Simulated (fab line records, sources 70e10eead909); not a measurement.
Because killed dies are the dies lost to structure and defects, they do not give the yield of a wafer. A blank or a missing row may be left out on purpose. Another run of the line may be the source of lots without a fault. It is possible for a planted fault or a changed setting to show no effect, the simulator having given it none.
fab line records / flow nand-harc
record lots=6 wafers=18 last-day=33
route steps=1302 shown A_ONON_D2@554 END@1302
lots that met no fault: taken from a fault-free run of the same line
start-h: the number of hours between the record's first day and the start of the first shown wafer of the lot / wait-h: hours elapsed since this lot's preceding step / " repeats the value in the row above / L1.1+2: a row that stands for several wafers / - no value, or no start given / * or withheld: withheld / < > ~ a bound
route shown NAME@n: names a module that has steps shown in the file, with the first one's number in the route / usual: average and standard deviation across the fault-free wafers / same: alike in all rows / chamber/n: place in a boat / sites: each site's reading / _std_site: the standard deviation of these / _edge_site: outer sites' mean less inner sites' / radius-mm: how far each site lies from the wafer's centre / mask NAME#n: copy n / behind: the last tool/chamber to shape the wafer / hold: reason for holding the lot/hours on hold/outcome of the hold / device: names the non-switching transistor (n, p or np) / end of line: the same wafers' tests at the end of the route / where a step has no rows: the recipe by itself / killed: the dies lost at the first sort to structure and to defects; this is not the yield of the wafer / map: a wafer's dies, marking killed ones x, the rest . and places with no die _
set.NAME: the setting the step ran with; set.NAME@STEP: the setting that earlier step ran with / model.NAME: the simulator's own value behind a step, which no gauge read
lots at selected steps of the route; one table per step, one row per wafer
services: from which hour (start-h, from the record's first day; less than 0 if before it) a tool's chamber was out of use, for how many hours, and why
## steps
# step NHARC_A_ONON_D2_THK_MEAS_14
# recipe thk-meas-gauge=ellipsometry
# usual thk-nm=998/8.4
lot.wafer=L495.2 tool=film-metro-02 chamber=- start-h=287.03 wait-h=- thk-nm=995
lot.wafer=L495.4 tool=film-metro-02 chamber=- start-h=287.03 wait-h=- thk-nm=993
lot.wafer=L495.6 tool=film-metro-02 chamber=- start-h=287.03 wait-h=- thk-nm=995
lot.wafer=L503.4 tool=film-metro-01 chamber=- start-h=360.16 wait-h=- thk-nm=1001
lot.wafer=L503.5 tool=film-metro-01 chamber=- start-h=360.16 wait-h=- thk-nm=1002
lot.wafer=L503.6 tool=film-metro-01 chamber=- start-h=360.16 wait-h=- thk-nm=1002
lot.wafer=L505.3 tool=film-metro-01 chamber=- start-h=382.06 wait-h=- thk-nm=990
lot.wafer=L505.4 tool=film-metro-01 chamber=- start-h=382.06 wait-h=- thk-nm=988
lot.wafer=L505.5 tool=film-metro-01 chamber=- start-h=382.06 wait-h=- thk-nm=989
lot.wafer=L507.1 tool=film-metro-01 chamber=- start-h=422.00 wait-h=- thk-nm=990
lot.wafer=L507.2 tool=film-metro-01 chamber=- start-h=422.00 wait-h=- thk-nm=991
lot.wafer=L507.4 tool=film-metro-01 chamber=- start-h=422.00 wait-h=- thk-nm=991
lot.wafer=L514.1 tool=film-metro-02 chamber=- start-h=474.22 wait-h=- thk-nm=993
lot.wafer=L514.3 tool=film-metro-02 chamber=- start-h=474.22 wait-h=- thk-nm=995
lot.wafer=L514.6 tool=film-metro-02 chamber=- start-h=474.22 wait-h=- thk-nm=992
lot.wafer=L517.1 tool=film-metro-01 chamber=- start-h=506.62 wait-h=- thk-nm=1013
lot.wafer=L517.2 tool=film-metro-01 chamber=- start-h=506.62 wait-h=- thk-nm=1012
lot.wafer=L517.4 tool=film-metro-01 chamber=- start-h=506.62 wait-h=- thk-nm=1011
# step NHARC_A_ONON_D2_ANNEAL_15
# recipe temp-c=750 time-s=3600
# step NHARC_A_ONON_D2_DEP_16
# recipe target-thk-a=10000 n2-flow-sccm=2750 n2o-flow-sccm=2000 nh3-flow-sccm=500 sih4-flow-sccm=210 temp-c=400
# step NHARC_A_ONON_D2_THK_MEAS_18
# recipe thk-meas-gauge=ellipsometry
# usual thk-nm=1003/13
lot.wafer=L495.2 tool=film-metro-01 chamber=- start-h=294.72 wait-h=- thk-nm=996
lot.wafer=L495.4 tool=film-metro-01 chamber=- start-h=294.72 wait-h=- thk-nm=992
lot.wafer=L495.6 tool=film-metro-01 chamber=- start-h=294.72 wait-h=- thk-nm=992
lot.wafer=L503.4 tool=film-metro-01 chamber=- start-h=369.70 wait-h=- thk-nm=1010
lot.wafer=L503.5 tool=film-metro-01 chamber=- start-h=369.70 wait-h=- thk-nm=1010
lot.wafer=L503.6 tool=film-metro-01 chamber=- start-h=369.70 wait-h=- thk-nm=1010
lot.wafer=L505.3 tool=film-metro-02 chamber=- start-h=389.68 wait-h=- thk-nm=1007
lot.wafer=L505.4 tool=film-metro-02 chamber=- start-h=389.68 wait-h=- thk-nm=1006
lot.wafer=L505.5 tool=film-metro-02 chamber=- start-h=389.68 wait-h=- thk-nm=1005
lot.wafer=L507.1 tool=film-metro-01 chamber=- start-h=429.76 wait-h=- thk-nm=992
lot.wafer=L507.2 tool=film-metro-01 chamber=- start-h=429.76 wait-h=- thk-nm=993
lot.wafer=L507.4 tool=film-metro-01 chamber=- start-h=429.76 wait-h=- thk-nm=994
lot.wafer=L514.1 tool=film-metro-02 chamber=- start-h=481.59 wait-h=- thk-nm=1003
lot.wafer=L514.3 tool=film-metro-02 chamber=- start-h=481.59 wait-h=- thk-nm=1002
lot.wafer=L514.6 tool=film-metro-02 chamber=- start-h=481.59 wait-h=- thk-nm=1004
lot.wafer=L517.1 tool=film-metro-02 chamber=- start-h=515.03 wait-h=- thk-nm=984
lot.wafer=L517.2 tool=film-metro-02 chamber=- start-h=515.03 wait-h=- thk-nm=983
lot.wafer=L517.4 tool=film-metro-02 chamber=- start-h=515.03 wait-h=- thk-nm=983
# step NHARC_A_ONON_D2_DEP_19
# recipe target-thk-a=10000 n2-flow-sccm=2750 n2o-flow-sccm=2000 nh3-flow-sccm=500 sih4-flow-sccm=210 temp-c=400
# step NHARC_A_ONON_D2_THK_MEAS_21
# recipe thk-meas-gauge=ellipsometry
# usual thk-nm=999/10
lot.wafer=L495.2 tool=film-metro-01 chamber=- start-h=295.29 wait-h=- thk-nm=1006
lot.wafer=L495.4 tool=film-metro-01 chamber=- start-h=295.29 wait-h=- thk-nm=1009
lot.wafer=L495.6 tool=film-metro-01 chamber=- start-h=295.29 wait-h=- thk-nm=1008
lot.wafer=L503.4 tool=film-metro-02 chamber=- start-h=370.26 wait-h=- thk-nm=995
lot.wafer=L503.5 tool=film-metro-02 chamber=- start-h=370.26 wait-h=- thk-nm=993
lot.wafer=L503.6 tool=film-metro-02 chamber=- start-h=370.26 wait-h=- thk-nm=993
lot.wafer=L505.3 tool=film-metro-01 chamber=- start-h=390.24 wait-h=- thk-nm=1001
lot.wafer=L505.4 tool=film-metro-01 chamber=- start-h=390.24 wait-h=- thk-nm=999
lot.wafer=L505.5 tool=film-metro-01 chamber=- start-h=390.24 wait-h=- thk-nm=1001
lot.wafer=L507.1 tool=film-metro-01 chamber=- start-h=430.33 wait-h=- thk-nm=994
lot.wafer=L507.2 tool=film-metro-01 chamber=- start-h=430.33 wait-h=- thk-nm=996
lot.wafer=L507.4 tool=film-metro-01 chamber=- start-h=430.33 wait-h=- thk-nm=994
lot.wafer=L514.1 tool=film-metro-01 chamber=- start-h=482.15 wait-h=- thk-nm=1004
lot.wafer=L514.3 tool=film-metro-01 chamber=- start-h=482.15 wait-h=- thk-nm=1006
lot.wafer=L514.6 tool=film-metro-01 chamber=- start-h=482.15 wait-h=- thk-nm=1005
lot.wafer=L517.1 tool=film-metro-02 chamber=- start-h=515.59 wait-h=- thk-nm=999
lot.wafer=L517.2 tool=film-metro-02 chamber=- start-h=515.59 wait-h=- thk-nm=999
lot.wafer=L517.4 tool=film-metro-02 chamber=- start-h=515.59 wait-h=- thk-nm=998
# step NHARC_A_ONON_D2_DEP_22
# recipe target-thk-a=10000 n2-flow-sccm=2750 n2o-flow-sccm=2000 nh3-flow-sccm=500 sih4-flow-sccm=210 temp-c=400
# step NHARC_A_ONON_D2_THK_MEAS_24
# recipe thk-meas-gauge=ellipsometry
# usual thk-nm=1002/9.1
lot.wafer=L495.2 tool=film-metro-01 chamber=- start-h=295.85 wait-h=- thk-nm=995
lot.wafer=L495.4 tool=film-metro-01 chamber=- start-h=295.85 wait-h=- thk-nm=995
lot.wafer=L495.6 tool=film-metro-01 chamber=- start-h=295.85 wait-h=- thk-nm=997
lot.wafer=L503.4 tool=film-metro-01 chamber=- start-h=370.83 wait-h=- thk-nm=1000
lot.wafer=L503.5 tool=film-metro-01 chamber=- start-h=370.83 wait-h=- thk-nm=1000
lot.wafer=L503.6 tool=film-metro-01 chamber=- start-h=370.83 wait-h=- thk-nm=1002
lot.wafer=L505.3 tool=film-metro-01 chamber=- start-h=390.80 wait-h=- thk-nm=1013
lot.wafer=L505.4 tool=film-metro-01 chamber=- start-h=390.80 wait-h=- thk-nm=1015
lot.wafer=L505.5 tool=film-metro-01 chamber=- start-h=390.80 wait-h=- thk-nm=1014
lot.wafer=L507.1 tool=film-metro-02 chamber=- start-h=430.90 wait-h=- thk-nm=999
lot.wafer=L507.2 tool=film-metro-02 chamber=- start-h=430.90 wait-h=- thk-nm=1001
lot.wafer=L507.4 tool=film-metro-02 chamber=- start-h=430.90 wait-h=- thk-nm=1000
lot.wafer=L514.1 tool=film-metro-02 chamber=- start-h=482.72 wait-h=- thk-nm=995
lot.wafer=L514.3 tool=film-metro-02 chamber=- start-h=482.72 wait-h=- thk-nm=995
lot.wafer=L514.6 tool=film-metro-02 chamber=- start-h=482.72 wait-h=- thk-nm=993
lot.wafer=L517.1 tool=film-metro-01 chamber=- start-h=516.16 wait-h=- thk-nm=993
lot.wafer=L517.2 tool=film-metro-01 chamber=- start-h=516.16 wait-h=- thk-nm=996
lot.wafer=L517.4 tool=film-metro-01 chamber=- start-h=516.16 wait-h=- thk-nm=995
# step NHARC_A_ONON_D2_DEP_25
# recipe target-thk-a=10000 n2-flow-sccm=2750 n2o-flow-sccm=2000 nh3-flow-sccm=500 sih4-flow-sccm=210 temp-c=400
# step NHARC_A_ONON_D2_THK_MEAS_27
# recipe thk-meas-gauge=ellipsometry
# usual thk-nm=1000/8
lot.wafer=L495.2 tool=film-metro-02 chamber=- start-h=296.41 wait-h=- thk-nm=1007
lot.wafer=L495.4 tool=film-metro-02 chamber=- start-h=296.41 wait-h=- thk-nm=1008
lot.wafer=L495.6 tool=film-metro-02 chamber=- start-h=296.41 wait-h=- thk-nm=1008
lot.wafer=L503.4 tool=film-metro-01 chamber=- start-h=371.40 wait-h=- thk-nm=999
lot.wafer=L503.5 tool=film-metro-01 chamber=- start-h=371.40 wait-h=- thk-nm=998
lot.wafer=L503.6 tool=film-metro-01 chamber=- start-h=371.40 wait-h=- thk-nm=998
lot.wafer=L505.3 tool=film-metro-02 chamber=- start-h=391.37 wait-h=- thk-nm=1011
lot.wafer=L505.4 tool=film-metro-02 chamber=- start-h=391.37 wait-h=- thk-nm=1010
lot.wafer=L505.5 tool=film-metro-02 chamber=- start-h=391.37 wait-h=- thk-nm=1011
lot.wafer=L507.1 tool=film-metro-01 chamber=- start-h=431.47 wait-h=- thk-nm=1004
lot.wafer=L507.2 tool=film-metro-01 chamber=- start-h=431.47 wait-h=- thk-nm=1002
lot.wafer=L507.4 tool=film-metro-01 chamber=- start-h=431.47 wait-h=- thk-nm=1004
lot.wafer=L514.1 tool=film-metro-01 chamber=- start-h=483.29 wait-h=- thk-nm=996
lot.wafer=L514.3 tool=film-metro-01 chamber=- start-h=483.29 wait-h=- thk-nm=997
lot.wafer=L514.6 tool=film-metro-01 chamber=- start-h=483.29 wait-h=- thk-nm=996
lot.wafer=L517.1 tool=film-metro-01 chamber=- start-h=516.73 wait-h=- thk-nm=991
lot.wafer=L517.2 tool=film-metro-01 chamber=- start-h=516.73 wait-h=- thk-nm=990
lot.wafer=L517.4 tool=film-metro-01 chamber=- start-h=516.73 wait-h=- thk-nm=991
# step NHARC_A_ONON_D2_DEP_28
# recipe target-thk-a=10000 n2-flow-sccm=2750 n2o-flow-sccm=2000 nh3-flow-sccm=500 sih4-flow-sccm=210 temp-c=400
# step NHARC_A_ONON_D2_THK_MEAS_30
# recipe thk-meas-gauge=ellipsometry
# usual thk-nm=1002/8.1
lot.wafer=L495.2 tool=film-metro-02 chamber=- start-h=296.98 wait-h=- thk-nm=989
lot.wafer=L495.4 tool=film-metro-02 chamber=- start-h=296.98 wait-h=- thk-nm=992
lot.wafer=L495.6 tool=film-metro-02 chamber=- start-h=296.98 wait-h=- thk-nm=990
lot.wafer=L503.4 tool=film-metro-02 chamber=- start-h=371.96 wait-h=- thk-nm=1010
lot.wafer=L503.5 tool=film-metro-02 chamber=- start-h=371.96 wait-h=- thk-nm=1010
lot.wafer=L503.6 tool=film-metro-02 chamber=- start-h=371.96 wait-h=- thk-nm=1008
lot.wafer=L505.3 tool=film-metro-02 chamber=- start-h=391.93 wait-h=- thk-nm=1006
lot.wafer=L505.4 tool=film-metro-02 chamber=- start-h=391.93 wait-h=- thk-nm=1007
lot.wafer=L505.5 tool=film-metro-02 chamber=- start-h=391.93 wait-h=- thk-nm=1006
lot.wafer=L507.1 tool=film-metro-02 chamber=- start-h=432.04 wait-h=- thk-nm=1004
lot.wafer=L507.2 tool=film-metro-02 chamber=- start-h=432.04 wait-h=- thk-nm=1005
lot.wafer=L507.4 tool=film-metro-02 chamber=- start-h=432.04 wait-h=- thk-nm=1006
lot.wafer=L514.1 tool=film-metro-01 chamber=- start-h=483.85 wait-h=- thk-nm=995
lot.wafer=L514.3 tool=film-metro-01 chamber=- start-h=483.85 wait-h=- thk-nm=995
lot.wafer=L514.6 tool=film-metro-01 chamber=- start-h=483.85 wait-h=- thk-nm=996
lot.wafer=L517.1 tool=film-metro-02 chamber=- start-h=517.31 wait-h=- thk-nm=999
lot.wafer=L517.2 tool=film-metro-02 chamber=- start-h=517.31 wait-h=- thk-nm=999
lot.wafer=L517.4 tool=film-metro-02 chamber=- start-h=517.31 wait-h=- thk-nm=997
# step NHARC_A_ONON_D2_DEP_33
# recipe target-thk-a=2000 temp-c=400 pressure-torr=6.5 rf-w=900 teos-flow-sccm=161.4 flow-sccm=2650 target-thk-nm=200 gas=O2 material=SiO2
# usual heater-power-w=568/81 rf-fwd-power-W=898.5/2.7 showerhead-vpp-V=1835/81 throttle-valve-pct=15.8/0.59
lot.wafer=L495.2 tool=pecvd-04 chamber=0 start-h=297.13 wait-h=0.1 heater-power-w=515 rf-fwd-power-W=903.1 showerhead-vpp-V=1855 throttle-valve-pct=15.9
lot.wafer=L495.6 tool=pecvd-04 chamber=1 start-h=297.13 wait-h=0.1 heater-power-w=603 rf-fwd-power-W=901.6 showerhead-vpp-V=1923 throttle-valve-pct=15.7
lot.wafer=L495.4 tool=pecvd-04 chamber=2 start-h=297.13 wait-h=0.1 heater-power-w=480 rf-fwd-power-W=899.9 showerhead-vpp-V=1836 throttle-valve-pct=16.9
lot.wafer=L503.6 tool=pecvd-04 chamber=1 start-h=372.16 wait-h=0.2 heater-power-w=582 rf-fwd-power-W=899.6 showerhead-vpp-V=1946 throttle-valve-pct=15.7
lot.wafer=L503.4 tool=pecvd-04 chamber=2 start-h=372.16 wait-h=0.2 heater-power-w=502 rf-fwd-power-W=901.4 showerhead-vpp-V=1798 throttle-valve-pct=17.2
lot.wafer=L503.5 tool=pecvd-04 chamber=0 start-h=372.16 wait-h=0.2 heater-power-w=472 rf-fwd-power-W=1255.7 showerhead-vpp-V=2170 throttle-valve-pct=15.4
lot.wafer=L505.3 tool=pecvd-04 chamber=2 start-h=391.99 wait-h=0.1 heater-power-w=556 rf-fwd-power-W=898.7 showerhead-vpp-V=1793 throttle-valve-pct=17.2
lot.wafer=L505.4 tool=pecvd-04 chamber=0 start-h=391.99 wait-h=0.1 heater-power-w=495 rf-fwd-power-W=1258.5 showerhead-vpp-V=2182 throttle-valve-pct=15.5
lot.wafer=L505.5 tool=pecvd-04 chamber=1 start-h=391.99 wait-h=0.1 heater-power-w=659 rf-fwd-power-W=895.7 showerhead-vpp-V=1900 throttle-valve-pct=16.0
lot.wafer=L507.1 tool=pecvd-02 chamber=1 start-h=432.17 wait-h=0.1 heater-power-w=628 rf-fwd-power-W=898.8 showerhead-vpp-V=1735 throttle-valve-pct=15.2
lot.wafer=L507.2 tool=pecvd-02 chamber=0 start-h=432.17 wait-h=0.1 heater-power-w=487 rf-fwd-power-W=893.4 showerhead-vpp-V=1959 throttle-valve-pct=16.0
lot.wafer=L507.4 tool=pecvd-02 chamber=2 start-h=432.17 wait-h=0.1 heater-power-w=410 rf-fwd-power-W=896.6 showerhead-vpp-V=1835 throttle-valve-pct=15.9
lot.wafer=L514.1 tool=pecvd-04 chamber=1 start-h=483.91 wait-h=0.1 heater-power-w=710 rf-fwd-power-W=893.6 showerhead-vpp-V=1882 throttle-valve-pct=15.3
lot.wafer=L514.3 tool=pecvd-04 chamber=0 start-h=483.91 wait-h=0.1 heater-power-w=619 rf-fwd-power-W=898.5 showerhead-vpp-V=1822 throttle-valve-pct=15.5
lot.wafer=L514.6 tool=pecvd-04 chamber=1 start-h=483.91 wait-h=0.1 heater-power-w=698 rf-fwd-power-W=897.2 showerhead-vpp-V=1914 throttle-valve-pct=15.5
lot.wafer=L517.2 tool=pecvd-01 chamber=1 start-h=517.41 wait-h=0.1 heater-power-w=567 rf-fwd-power-W=897.2 showerhead-vpp-V=1858 throttle-valve-pct=15.4
lot.wafer=L517.1 tool=pecvd-01 chamber=2 start-h=517.41 wait-h=0.1 heater-power-w=559 rf-fwd-power-W=902.7 showerhead-vpp-V=1734 throttle-valve-pct=16.3
lot.wafer=L517.4 tool=pecvd-01 chamber=0 start-h=517.41 wait-h=0.1 heater-power-w=445 rf-fwd-power-W=894.1 showerhead-vpp-V=1881 throttle-valve-pct=15.3
# step NHARC_A_ONON_D2_THK_MEAS_34
# recipe thk-meas-gauge=ellipsometry
# usual thk-nm=200/3.3
lot.wafer=L495.2 tool=film-metro-01 chamber=- start-h=297.45 wait-h=- thk-nm=195
lot.wafer=L495.4 tool=film-metro-01 chamber=- start-h=297.45 wait-h=- thk-nm=200
lot.wafer=L495.6 tool=film-metro-01 chamber=- start-h=297.45 wait-h=- thk-nm=200
lot.wafer=L503.4 tool=film-metro-01 chamber=- start-h=372.43 wait-h=- thk-nm=198
lot.wafer=L503.5 tool=film-metro-01 chamber=- start-h=372.43 wait-h=- thk-nm=217
lot.wafer=L503.6 tool=film-metro-01 chamber=- start-h=372.43 wait-h=- thk-nm=196
lot.wafer=L505.3 tool=film-metro-01 chamber=- start-h=392.41 wait-h=- thk-nm=199
lot.wafer=L505.4 tool=film-metro-01 chamber=- start-h=392.41 wait-h=- thk-nm=222
lot.wafer=L505.5 tool=film-metro-01 chamber=- start-h=392.41 wait-h=- thk-nm=201
lot.wafer=L507.1 tool=film-metro-01 chamber=- start-h=432.57 wait-h=- thk-nm=203
lot.wafer=L507.2 tool=film-metro-01 chamber=- start-h=432.57 wait-h=- thk-nm=200
lot.wafer=L507.4 tool=film-metro-01 chamber=- start-h=432.57 wait-h=- thk-nm=206
lot.wafer=L514.1 tool=film-metro-01 chamber=- start-h=484.33 wait-h=- thk-nm=198
lot.wafer=L514.3 tool=film-metro-01 chamber=- start-h=484.33 wait-h=- thk-nm=196
lot.wafer=L514.6 tool=film-metro-01 chamber=- start-h=484.33 wait-h=- thk-nm=199
lot.wafer=L517.1 tool=film-metro-01 chamber=- start-h=517.77 wait-h=- thk-nm=195
lot.wafer=L517.2 tool=film-metro-01 chamber=- start-h=517.77 wait-h=- thk-nm=199
lot.wafer=L517.4 tool=film-metro-01 chamber=- start-h=517.77 wait-h=- thk-nm=196
# step NHARC_END_SORT_01
# recipe temp-c=25
# usual killed-at-array=53/19 killed-at-other=0.7/1.1 killed-at-periphery=4.2/2.7 killed-dies=58/18 killed-open=3.1/1.9 killed-short=2.5/1.6
# same gross-dies=677
lot.wafer=L507.1 tool=prober-01 chamber=0 start-h=699.35 wait-h=2.5 killed-at-array=47 killed-at-other=0 killed-at-periphery=4 killed-dies=51 killed-open=5 killed-short=3
lot.wafer=L507.2 tool=prober-01 chamber=0 start-h=700.15 wait-h=2.8 killed-at-array=46 killed-at-other=2 killed-at-periphery=3 killed-dies=51 killed-open=3 killed-short=2
lot.wafer=L507.4 tool=prober-01 chamber=0 start-h=701.76 wait-h=3.4 killed-at-array=43 killed-at-other=0 killed-at-periphery=5 killed-dies=48 killed-open=4 killed-short=2
# killed by level:class
L507.1 A_CHANNEL_HOLE_D2:chamber-film-flake=24 A_CHANNEL_HOLE_D1:chamber-film-flake=6 A_SLIT:chamber-film-flake=3 A_WL_FILL:geometric-particle:short=2 A_DECK1_JOINT:chamber-film-flake=2 A_CONTACT:chamber-film-flake=2 P_CONTACT:geometric-particle:short=1 P_CONTACT:geometric-particle:open=1
L507.2 A_CHANNEL_HOLE_D2:chamber-film-flake=18 A_CHANNEL_HOLE_D1:chamber-film-flake=12 A_CONTACT:chamber-film-flake=3 A_M0:chamber-film-flake=3 A_ZERO_WELL:chamber-film-flake=2 A_DECK1_JOINT:chamber-film-flake=2 A_SLIT:chamber-film-flake=2 THIN_TSV:chamber-film-flake=2
L507.4 A_CHANNEL_HOLE_D2:chamber-film-flake=13 A_CHANNEL_HOLE_D1:chamber-film-flake=10 A_ZERO_WELL:chamber-film-flake=6 A_CONTACT:chamber-film-flake=3 P_M0:geometric-particle:open=2 P_STI:chamber-film-flake=2 A_STAIRCASE:chamber-film-flake=2 A_SLIT:chamber-film-flake=2
## services
tool=pecvd-04 chamber=0 start-h=282.41 hours=- kind=clean
tool=pecvd-04 chamber=1 start-h=282.41 hours=- kind=clean
tool=pecvd-04 chamber=2 start-h=282.41 hours=- kind=clean
tool=pecvd-01 chamber=- start-h=311.16 hours=13.0 kind=pm
tool=pecvd-01 chamber=0 start-h=311.16 hours=13.0 kind=vent-cycle
tool=pecvd-01 chamber=1 start-h=311.16 hours=13.0 kind=vent-cycle
tool=pecvd-01 chamber=2 start-h=311.16 hours=13.0 kind=vent-cycle
tool=pecvd-01 chamber=0 start-h=324.16 hours=- kind=clean
tool=pecvd-01 chamber=1 start-h=324.16 hours=- kind=clean
tool=pecvd-01 chamber=2 start-h=324.16 hours=- kind=clean
tool=pecvd-04 chamber=2 start-h=331.74 hours=12.7 kind=repair
tool=pecvd-02 chamber=- start-h=408.33 hours=13.0 kind=pm
tool=pecvd-02 chamber=0 start-h=408.33 hours=13.0 kind=vent-cycle
tool=pecvd-02 chamber=1 start-h=408.33 hours=13.0 kind=vent-cycle
tool=pecvd-02 chamber=2 start-h=408.33 hours=13.0 kind=vent-cycle
tool=pecvd-04 chamber=- start-h=450.41 hours=13.0 kind=pm
tool=pecvd-04 chamber=0 start-h=450.41 hours=13.0 kind=vent-cycle
tool=pecvd-04 chamber=1 start-h=450.41 hours=13.0 kind=vent-cycle
tool=pecvd-04 chamber=2 start-h=450.41 hours=13.0 kind=vent-cycle
tool=pecvd-04 chamber=0 start-h=463.41 hours=- kind=clean
tool=pecvd-04 chamber=1 start-h=463.41 hours=- kind=clean
tool=pecvd-04 chamber=2 start-h=463.41 hours=- kind=clean
tool=pecvd-01 chamber=- start-h=492.18 hours=13.0 kind=pm
tool=pecvd-04 chamber=- start-h=505.78 hours=0.5 kind=repair
## key
first-sign step=NHARC_A_ONON_D2_DEP_33 reading=rf-fwd-power-W direction=up sigmas=99+ usual=* struck=*
effect step=NHARC_A_ONON_D2_DEP_33 reading=showerhead-vpp-V direction=up sigmas=4.2 usual=1835 struck=2176
effect step=NHARC_A_ONON_D2_THK_MEAS_34 reading=thk-nm direction=up sigmas=6 usual=200 struck=219
met-at NHARC_A_ONON_D2_DEP_33
struck-wafers L503.5,L505.4
tester-left-out L503,L505
onset-between 297.13 372.16
fault kind=process-parameter-drift tool=pecvd-04 chamber=0 onset-h=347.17 steps=NHARC_A_ONON_D2_DEP_33 channel=rf-w offset=* shape=step end-h=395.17 acts-in=* stated=*
# tester-left-out: of these lots the tester's yield and bins aren't shown, on N5 and GAA mostly nor the transistor test; their killed dies are dies lost to structure and defects alone, not to doping, threshold or leakage, so they don't give the yield
